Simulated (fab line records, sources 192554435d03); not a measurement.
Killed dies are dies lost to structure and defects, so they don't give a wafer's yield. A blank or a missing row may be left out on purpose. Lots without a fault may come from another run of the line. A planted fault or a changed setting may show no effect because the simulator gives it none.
Which tool did it? | flow n5_finfet | 9 lots, 27 wafers sampled, at 2 steps of a route of 1938

WHAT THE GAUGES READ, wafer by wafer
N5_BEOL_M4_RC_MEAS_101. Usual: DIBL_N 35.9 mV/V, standard deviation 1.8; DIBL_P 36.2 mV/V, standard deviation 2; IOFF_N 0.16 nA/um, standard deviation 0.031; IOFF_P 0.22 nA/um, standard deviation 0.041; ION_N 676 uA/um, standard deviation 11; ION_P 465 uA/um, standard deviation 8.5; SS_N 71.4 mV/dec, standard deviation 0.64; SS_P 73.2 mV/dec, standard deviation 0.7; VT_N 250 mV, standard deviation 3.5; VT_P -250 mV, standard deviation 3.9.
lot  | measured     | on        | DIBL_N (mV/V)  | DIBL_P (mV/V)  | IOFF_N (nA/um) | IOFF_P (nA/um) | ION_N (uA/um) | ION_P (uA/um) | SS_N (mV/dec)  | SS_P (mV/dec)  | VT_N (mV)   | VT_P (mV)      | flag
L392 | day 8 14:21  | prober-02 | 36.6 33.5 35.1 | 35.9 32.5 35.4 | 0.17 0.11 0.15 | 0.19 0.15 0.18 | 673 657 676   | 449 450 457   | 71.5 70.8 71.1 | 73.4 71.8 72.0 | 250 252 250 | -251 -254 -251 |
L396 | day 9 11:10  | prober-02 | 36.7 38.2 37.1 | 36.8 39.8 37.2 | 0.15 0.19 0.15 | 0.18 0.24 0.20 | 670 684 666   | 456 464 458   | 70.9 71.9 70.8 | 73.6 73.7 73.7 | 252 248 251 | -256 -250 -253 |
L399 | day 10 02:59 | prober-01 | 36.3 36.3 36.5 | 36.6 36.9 36.9 | 0.16 0.16 0.16 | 0.25 0.26 0.25 | 678 673 688   | 470 465 477   | 70.6 71.3 71.2 | 73.6 72.8 72.9 | 247 249 249 | -242 -245 -246 |
L400 | day 10 22:18 | prober-01 | 36.8 37.4 38.1 | 36.0 37.1 37.7 | 0.13 0.16 0.18 | 0.19 0.21 0.24 | 653 679 680   | 450 465 473   | 72.2 71.1 72.2 | 72.7 73.3 73.7 | 256 248 249 | -252 -253 -250 |
L402 | day 11 03:49 | prober-02 | 35.2 35.5 32.4 | 36.3 36.5 32.3 | 0.16 0.17 0.11 | 0.22 0.22 0.17 | 689 673 650   | 471 463 456   | 71.2 71.4 71.5 | 74.0 74.3 72.7 | 249 247 256 | -249 -249 -249 |
L403 | day 11 12:02 | prober-01 | 34.1 33.9 32.4 | 35.4 34.9 33.7 | 0.15 0.13 0.12 | 0.19 0.18 0.16 | 672 663 674   | 461 459 463   | 70.4 71.3 70.7 | 73.0 72.6 72.8 | 250 251 251 | -252 -253 -255 |
L404 | day 11 17:22 | prober-01 | 37.3 35.6 34.1 | 37.5 35.1 34.6 | 0.20 0.16 0.15 | 0.28 0.22 0.23 | 706 682 679   | 476 470 469   | 71.2 70.9 70.5 | 74.2 73.6 73.6 | 243 246 250 | -247 -251 -245 |
L411 | day 13 15:16 | prober-01 | 36.2 34.7 34.8 | 34.7 33.7 33.1 | 0.17 0.14 0.15 | 0.22 0.20 0.19 | 680 669 662   | 459 466 458   | 71.8 71.2 71.2 | 73.0 72.9 71.8 | 247 249 250 | -251 -251 -250 |
L413 | day 14 09:07 | prober-02 | 35.7 35.4 35.6 | 35.5 35.8 36.1 | 0.13 0.13 0.14 | 0.15 0.15 0.15 | 676 678 675   | 456 464 452   | 70.6 70.6 71.2 | 73.4 72.5 73.0 | 250 254 249 | -258 -259 -256 |

N5_BEOL_M8_CD_MEAS_11: target cd 38.5 nm. Usual: cd_nm 38.7 nm, standard deviation 0.46.
lot  | measured     | on        | cd_nm (nm)     | flag
L392 | day 10 03:13 | cd_sem-01 | 38.1 38.9 38.8 |
L396 | day 11 03:17 | cd_sem-03 | 38.2 38.5 38.4 |
L399 | day 11 13:49 | cd_sem-02 | 38.6 38.4 38.7 |
L400 | day 12 10:06 | cd_sem-01 | 38.1 38.3 38.1 |
L402 | day 12 20:03 | cd_sem-03 | 38.6 38.3 39.1 |
L403 | day 13 02:14 | cd_sem-03 | 39.4 39.2 39.1 |
L404 | day 13 02:43 | cd_sem-01 | 38.8 39.2 39.2 |
L411 | day 15 02:23 | cd_sem-03 | 38.7 39.8 39.5 |
L413 | day 15 18:59 | cd_sem-03 | 38.4 38.8 38.8 |

WHICH TOOL RAN EACH LOT (tool, then ch and the chambers of the sampled wafers, then the start)
The record holds no process step before these readings.

WHAT THE TOOLS THEMSELVES READ (means of the sampled wafers that have a number; where no wafer has one, the mark that the record gives instead)
The record holds no such reading with a usual standard deviation.

THE ANSWER, worked out from the rows above alone
Rule: a lot is off if the mean of its wafers that have a number lies more than 3 standard deviations from the usual mean. A lot without any number at a reading at which 4 lots or more have one is off too. The other lots that the step has rows for count as sound. The gauges are gone through in route order, then the tools' own readings, and for those a lot's mean is taken as printed above. The first step at which some lot is off is used, and at that step the reading that is off furthest; a lot without a number counts as furthest.
No lot is off at any reading shown: from this, nothing can be told.

WHAT THE SIMULATOR HAD PUT IN
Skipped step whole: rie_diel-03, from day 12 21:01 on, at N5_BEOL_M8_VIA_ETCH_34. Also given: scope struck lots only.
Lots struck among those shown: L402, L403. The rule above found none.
